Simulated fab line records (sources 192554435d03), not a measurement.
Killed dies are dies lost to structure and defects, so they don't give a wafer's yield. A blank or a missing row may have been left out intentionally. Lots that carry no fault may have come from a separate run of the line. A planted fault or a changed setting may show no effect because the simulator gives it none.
Problem report, 8D (eight disciplines) form, completed by code    flow n5-finfet    the parts of the form that need people (team, actions taken, sign-off) are left out

== 1. WHAT IS WRONG ==
Wafers without a fault read 119.8 nm, standard deviation 0.7; cd-nm at N5_SD_EPI_N_CD_MEAS_09 reads a mean of 110.5 nm on 2 wafers belonging to 2 lots. That is -13 standard deviations from the usual mean.
The step: target cd 120 nm.
Seen first at day 7 09:13 on cd-sem-02, wafer L905.6. Wafers with a number at this step in the record: 31, from 11 lots. By rule, "out" or "out of limits" means more than 4 standard deviations away from the usual mean. Any other wafer with a number is counted as sound.

== 2. WHAT IT IS; WHAT IT IS NOT ==
question                     is                is not
which readings at this step  cd-nm             -
which lots                   L905, L907        L888, L889, L891, L894, L898, L899, L908, L909, L910
which wafers of those lots   L905.6, L907.6    L905.3, L907.3, L907.4
read on which gauges         cd-sem-02         cd-sem-01, cd-sem-03
when                         from day 7 09:13  up to then (18 sound wafers); but 11 sound wafers of L907, L908, L909, L910 came after

== 3. WHAT RULES OUT EACH SUSPECT ==
Counting: if a tool at a process step up to the reading ran every lot that is out, it stays a suspect. Sound lots after the first of them don't rule it out here, since some wafers of a struck lot are sound.
- the gauge at N5_SD_EPI_N_CD_MEAS_09: kept. All the wafers that are out were read on cd-sem-02, and no step on other tools shows them out.
- rie-diel-01 at N5_DUMMY_GATE_ETCH_36 (etches SiARC in CF4, target depth 13 nm): kept. Ran every lot that is out, first one L905 (day 7 07:08); last sound lot up to then L898 (day 5 09:25).
- arfi-scanner-03 at N5_SD_EPI_N_EXPOSE_06 (exposes mask SD N BLK, target cd 120 nm): kept. Ran every lot that is out, first one L905 (day 7 09:05); last sound lot up to then L899 (day 5 19:40).
Still standing after the count: rie-diel-01 at N5_DUMMY_GATE_ETCH_36, arfi-scanner-03 at N5_SD_EPI_N_EXPOSE_06, cd-sem-02 at N5_SD_EPI_N_CD_MEAS_09.

== 4. THE CAUSE (what the simulator had put in) ==
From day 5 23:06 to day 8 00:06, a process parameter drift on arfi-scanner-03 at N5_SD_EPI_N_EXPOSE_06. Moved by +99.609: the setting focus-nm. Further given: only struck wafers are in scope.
This tool is one of the 3 suspects left after counting.

== 5. THE CHAIN OF EFFECTS, in route order ==
Each row: a reading where the mean over the struck wafers with a number is more than 3 standard deviations away from the usual. Scope: only readings with a usual standard deviation given in the record; hours: median across lots of the time from each lot's start at the first step in this table that gives one to its start at this step; sigmas: change in usual standard deviations.
hours  step                    reading  usual     on struck wafers  change  sigmas
0      N5_SD_EPI_N_CD_MEAS_09  cd-nm    119.8 nm  110.5             -9.2    -13

== 6. HOW IT WOULD HAVE BEEN CAUGHT EARLIER ==
Counted from the fault's start at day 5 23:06, it took 34 hours until the first out-of-limits reading at a measuring or inspecting step in this record, taken at day 7 09:13.
Of the lots that are out (2), L907 began N5_SD_EPI_N_EXPOSE_06 on arfi-scanner-03 after day 7 09:13. Holding the tool at that time would have saved it.
